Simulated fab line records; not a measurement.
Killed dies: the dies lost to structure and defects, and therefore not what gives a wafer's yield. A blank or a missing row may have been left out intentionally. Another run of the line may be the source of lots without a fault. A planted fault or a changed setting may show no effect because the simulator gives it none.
Matching of chambers + flow n5Finfet + N5_BEOL_M6_ALD_77 on aldMetal-04: 4 sister chambers
The step deposits TaN, target thk 2 nm, pulse time 2 s, purge time 3 s. 8 wafers are shown with their chamber, then 8 later ones without.

== EACH WAFER AND ITS CHAMBER ==
| wafer  | chamber | heaterPowerW (W) |
|--------|---------|------------------|
| L079.1 | 3       | 377              |
| L082.4 | 1       | 444              |
| L084.3 | 0       | 422              |
| L084.6 | 0       | 431              |
| L085.2 | 3       | 378              |
| L085.5 | 1       | 455              |
| L085.6 | 2       | 377              |
| L086.1 | 2       | 379              |

== WAFERS WITH NO CHAMBER GIVEN ==
| wafer  | heaterPowerW (W) |
|--------|------------------|
| L086.3 | 457              |
| L086.5 | 422              |
| L090.2 | 375              |
| L090.3 | 464              |
| L090.5 | 376              |
| L092.1 | 417              |
| L092.2 | 459              |
| L092.3 | 371              |

== WHICH CHAMBER EACH WENT THROUGH ==
| wafer  | from the rows above     | in truth |
|--------|-------------------------|----------|
| L086.3 | 1                       | 1        |
| L086.5 | 0                       | 0        |
| L090.2 | can't be placed: 3 or 2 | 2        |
| L090.3 | 1                       | 1        |
| L090.5 | can't be placed: 3 or 2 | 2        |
| L092.1 | 0                       | 0        |
| L092.2 | 1                       | 1        |
| L092.3 | can't be placed: 3 or 2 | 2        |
Correctly placed: 5 of 8. These rows do not allow placing 3 (true chamber among the candidates in 3). Placed wrongly: 0.
How it was worked out, from the rows above alone: a wafer's distance from a chamber is the root of the sum, over the readings, of the square of ((its reading less the chamber's mean) divided by the reading's scatter). If the next closest chamber is less than 2 further off than the closest, the wafer can't be placed; otherwise it belongs to the closest. Each chamber's mean is taken over the wafers shown for it. How the scatter is found: for the shown wafers, subtract from each reading the mean of its chamber, square and add these, divide the total by (wafers less chambers), then take the root.
